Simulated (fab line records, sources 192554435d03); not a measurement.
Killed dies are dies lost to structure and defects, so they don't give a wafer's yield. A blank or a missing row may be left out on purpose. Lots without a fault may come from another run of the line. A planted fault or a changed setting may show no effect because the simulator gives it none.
Which tool did it? | flow n5_finfet | 9 lots, 27 wafers sampled, at 7 steps of a route of 1938

WHAT THE GAUGES READ, wafer by wafer
N5_BEOL_M7_OCD_MEAS_38. Usual: trench_depth_nm 93.7 nm, standard deviation 1.5.
lot  | measured     | on     | trench_depth_nm (nm) | flag
L540 | day 9 02:11  | ocd-01 | 92.9 92.1 93.1       |
L545 | day 10 02:22 | ocd-02 | 96.9 102.4 96.4      | OFF
L546 | day 10 19:56 | ocd-02 | 92.3 91.9 91.2       |
L553 | day 11 15:13 | ocd-01 | 92.7 92.2 92.3       |
L552 | day 11 20:25 | ocd-02 | 97.3 92.7 93.5       |
L555 | day 12 23:19 | ocd-02 | 92.7 96.8 96.2       |
L558 | day 13 07:19 | ocd-02 | 91.2 94.0 91.5       |
L561 | day 14 03:53 | ocd-01 | 94.7 92.7 93.0       |
L563 | day 14 16:43 | ocd-01 | 95.5 93.4 93.0       |

N5_BEOL_M7_THK_MEAS_53: measures by xrf. Usual: M7_THK 80.6 nm, standard deviation 1.6.
lot  | measured     | on            | M7_THK (nm)    | flag
L540 | day 9 04:12  | film_metro-01 | 79.8 80.2 81.3 |
L545 | day 10 05:28 | film_metro-02 | 82.2 90.7 83.0 |
L546 | day 10 23:20 | film_metro-01 | 79.5 79.6 77.8 |
L553 | day 11 18:18 | film_metro-01 | 79.0 78.4 79.3 |
L552 | day 11 22:29 | film_metro-01 | 81.7 78.9 79.6 |
L555 | day 13 01:58 | film_metro-02 | 77.7 82.1 82.2 |
L558 | day 13 12:29 | film_metro-01 | 78.6 80.7 78.6 |
L561 | day 14 07:32 | film_metro-01 | 82.5 79.0 79.3 |
L563 | day 14 19:31 | film_metro-01 | 83.0 80.7 79.8 |

N5_BEOL_M7_RS_MEAS_57: measures by four-point-probe. Usual: M7_RS 0.285 ohm/sq, standard deviation 0.006.
lot  | measured     | on            | M7_RS (ohm/sq)    | flag
L540 | day 9 04:20  | film_metro-02 | 0.292 0.290 0.287 |
L545 | day 10 05:37 | film_metro-01 | 0.278 0.249 0.277 |
L546 | day 10 23:28 | film_metro-02 | 0.289 0.290 0.296 |
L553 | day 11 18:26 | film_metro-01 | 0.288 0.290 0.286 |
L552 | day 11 22:37 | film_metro-01 | 0.279 0.292 0.290 |
L555 | day 13 02:05 | film_metro-02 | 0.295 0.277 0.276 |
L558 | day 13 12:37 | film_metro-01 | 0.294 0.285 0.293 |
L561 | day 14 07:42 | film_metro-02 | 0.277 0.291 0.288 |
L563 | day 14 19:38 | film_metro-01 | 0.276 0.283 0.287 |

WHICH TOOL RAN EACH LOT (tool, then ch and the chambers of the sampled wafers, then the start)
lot  | N5_BEOL_M7_STRIP_36                | N5_BEOL_M7_TRENCH_ETCH_37          | N5_BEOL_M7_CURE_75            | N5_BEOL_M7_SURFACE_TREAT_79
L540 | rie_diel-01 ch 0,2, day 9 01:59    | rie_diel-01 ch 0,2, day 9 02:02    | uv_cure-02 ch 1, day 9 02:23  | pvd_sputter-03, day 9 03:12
L545 | rie_diel-01 ch 0,3, day 10 02:11   | rie_diel-01 ch 0,3, day 10 02:13   | uv_cure-02 ch 1, day 10 02:40 | pvd_sputter-02, day 10 03:40
L546 | rie_diel-03 ch 1,2,3, day 10 19:44 | rie_diel-03 ch 1,2,3, day 10 19:47 | uv_cure-01 ch 0, day 10 20:14 | pvd_sputter-01, day 10 21:03
L553 | rie_diel-03 ch 2,3, day 11 15:01   | rie_diel-03 ch 2,3, day 11 15:04   | uv_cure-01 ch 1, day 11 15:25 | pvd_sputter-03, day 11 17:05
L552 | rie_diel-03 ch 0,2,3, day 11 20:13 | rie_diel-03 ch 0,2,3, day 11 20:16 | uv_cure-01 ch 2, day 11 20:37 | pvd_sputter-02, day 11 21:26
L555 | rie_diel-03 ch 0,1, day 12 23:07   | rie_diel-03 ch 0,1, day 12 23:10   | uv_cure-01 ch 0, day 12 23:35 | pvd_sputter-02, day 13 00:30
L558 | rie_diel-04 ch 1,2,3, day 13 07:07 | rie_diel-04 ch 1,2,3, day 13 07:09 | uv_cure-02 ch 0, day 13 07:33 | pvd_sputter-03, day 13 10:22
L561 | rie_diel-04 ch 1,2,3, day 14 03:40 | rie_diel-04 ch 1,2,3, day 14 03:43 | uv_cure-03 ch 0, day 14 04:10 | pvd_sputter-03, day 14 06:30
L563 | rie_diel-04 ch 0,2,3, day 14 16:31 | rie_diel-04 ch 0,2,3, day 14 16:34 | uv_cure-01 ch 0, day 14 16:58 | pvd_sputter-03, day 14 17:56
- N5_BEOL_M7_STRIP_36: strips in N2/H2.
- N5_BEOL_M7_TRENCH_ETCH_37: etches SiCOH lowk in C4F6/O2, target depth 93.478 nm, time 31.2 s.
- N5_BEOL_M7_CURE_75: cures SiCOH lowk, time 120 s.
- N5_BEOL_M7_SURFACE_TREAT_79

WHAT THE TOOLS THEMSELVES READ (means of the sampled wafers that have a number; where no wafer has one, the mark that the record gives instead)
N5_BEOL_M7_STRIP_36. Usual: drypump_motor_current_A 5.6 A, standard deviation 0.45; n2_flow_sccm 200.1 sccm, standard deviation 0.65; oes_product_au 0.83 a.u., standard deviation 0.075; rf_vpp_V 59.4 V, standard deviation 1.4; showerhead_plenum_p_Torr 2.57 Torr, standard deviation 0.1; throttle_valve_pct 23.62 %, standard deviation 0.24.
lot  | tool        | drypump_motor_current_A (A) | n2_flow_sccm (sccm) | oes_product_au (a.u.) | rf_vpp_V (V) | showerhead_plenum_p_Torr (Torr) | throttle_valve_pct (%) | flag
L540 | rie_diel-01 | 5.2                         | 200.3               | 0.81                  | 59.6         | 2.63                            | 23.93                  |
L545 | rie_diel-01 | 5.3                         | 200.0               | 0.87                  | 60.2         | 2.62                            | 23.68                  |
L546 | rie_diel-03 | 5.4                         | 199.8               | 0.82                  | 58.8         | 2.56                            | 23.80                  |
L553 | rie_diel-03 | 5.2                         | 200.2               | 0.80                  | 58.9         | 2.59                            | 23.92                  |
L552 | rie_diel-03 | 5.2                         | 200.4               | 0.85                  | 60.0         | 2.61                            | 23.75                  |
L555 | rie_diel-03 | 5.5                         | 199.5               | 0.87                  | 59.1         | 2.66                            | 23.50                  |
L558 | rie_diel-04 | 6.0                         | 200.0               | 0.82                  | 59.0         | 2.48                            | 23.51                  |
L561 | rie_diel-04 | 6.0                         | 200.0               | 0.81                  | 59.2         | 2.48                            | 23.53                  |
L563 | rie_diel-04 | 6.0                         | 200.1               | 0.83                  | 59.1         | 2.52                            | 23.50                  |

N5_BEOL_M7_TRENCH_ETCH_37. Usual: bias_w 185.1 W, standard deviation 0.54; drypump_motor_current_A 5.6 A, standard deviation 0.45; mfc_ar_sccm 299.9 sccm, standard deviation 1; oes_ar_750_au 0.83 a.u., standard deviation 0.067; oes_product_au 0.83 a.u., standard deviation 0.073; rf_vpp_V 665 V, standard deviation 6.5; showerhead_plenum_p_Torr 2.88 Torr, standard deviation 0.11; throttle_valve_pct 20.92 %, standard deviation 0.21.
lot  | tool        | bias_w (W) | drypump_motor_current_A (A) | mfc_ar_sccm (sccm) | oes_ar_750_au (a.u.) | oes_product_au (a.u.) | rf_vpp_V (V) | showerhead_plenum_p_Torr (Torr) | throttle_valve_pct (%) | flag
L540 | rie_diel-01 | 184.1      | 5.2                         | 299.4              | 0.80                 | 0.79                  | 667          | 2.95                            | 20.99                  |
L545 | rie_diel-01 | 206.1      | 5.3                         | 299.3              | 0.85                 | 0.88                  | 730          | 2.93                            | 20.91                  | OFF
L546 | rie_diel-03 | 184.6      | 5.3                         | 298.9              | 0.82                 | 0.82                  | 662          | 2.88                            | 21.06                  |
L553 | rie_diel-03 | 185.9      | 5.2                         | 300.9              | 0.81                 | 0.80                  | 660          | 2.90                            | 21.19                  |
L552 | rie_diel-03 | 185.2      | 5.1                         | 299.9              | 0.85                 | 0.85                  | 663          | 2.92                            | 21.08                  |
L555 | rie_diel-03 | 185.1      | 5.4                         | 300.8              | 0.87                 | 0.88                  | 663          | 2.98                            | 20.90                  |
L558 | rie_diel-04 | 185.2      | 6.0                         | 299.0              | 0.82                 | 0.81                  | 664          | 2.79                            | 20.83                  |
L561 | rie_diel-04 | 185.2      | 6.0                         | 300.1              | 0.80                 | 0.81                  | 664          | 2.79                            | 20.84                  |
L563 | rie_diel-04 | 184.9      | 6.0                         | 300.9              | 0.84                 | 0.84                  | 667          | 2.84                            | 20.92                  |

N5_BEOL_M7_CURE_75. Usual: lamp_power_pct 52.32 %, standard deviation 0.055; wafer_temp_C_max 371.9, standard deviation 0.52.
lot  | tool       | lamp_power_pct (%) | wafer_temp_C_max | flag
L540 | uv_cure-02 | 52.34              | 371.7            |
L545 | uv_cure-02 | 52.34              | 372.3            |
L546 | uv_cure-01 | 52.33              | 371.4            |
L553 | uv_cure-01 | 52.30              | 372.1            |
L552 | uv_cure-01 | 52.33              | 371.9            |
L555 | uv_cure-01 | 52.40              | 371.0            |
L558 | uv_cure-02 | 52.31              | 372.2            |
L561 | uv_cure-03 | 52.28              | 372.1            |
L563 | uv_cure-01 | 52.31              | 371.3            |

THE ANSWER, worked out from the rows above alone
Rule: a lot is off if the mean of its wafers that have a number lies more than 3 standard deviations from the usual mean. A lot without any number at a reading at which 4 lots or more have one is off too. The other lots that the step has rows for count as sound. The gauges are gone through in route order, then the tools' own readings, and for those a lot's mean is taken as printed above. The first step at which some lot is off is used, and at that step the reading that is off furthest; a lot without a number counts as furthest.
Off: L545, at N5_BEOL_M7_OCD_MEAS_38 (trench_depth_nm).
A tool fits if, at a process step before that reading, it ran every lot that is off, and no sound lot after the first of them. The gauges at N5_BEOL_M7_OCD_MEAS_38 aren't tried: what is off there is off at N5_BEOL_M7_TRENCH_ETCH_37 too, on other tools, and a gauge's error can't cause that. One fits: rie_diel-01 at N5_BEOL_M7_STRIP_36 and N5_BEOL_M7_TRENCH_ETCH_37. At N5_BEOL_M7_STRIP_36 its last sound lot is L540 (day 9 01:59), its first lot that is off L545 (day 10 02:11): a fault that began between those two fits.

WHAT THE SIMULATOR HAD PUT IN
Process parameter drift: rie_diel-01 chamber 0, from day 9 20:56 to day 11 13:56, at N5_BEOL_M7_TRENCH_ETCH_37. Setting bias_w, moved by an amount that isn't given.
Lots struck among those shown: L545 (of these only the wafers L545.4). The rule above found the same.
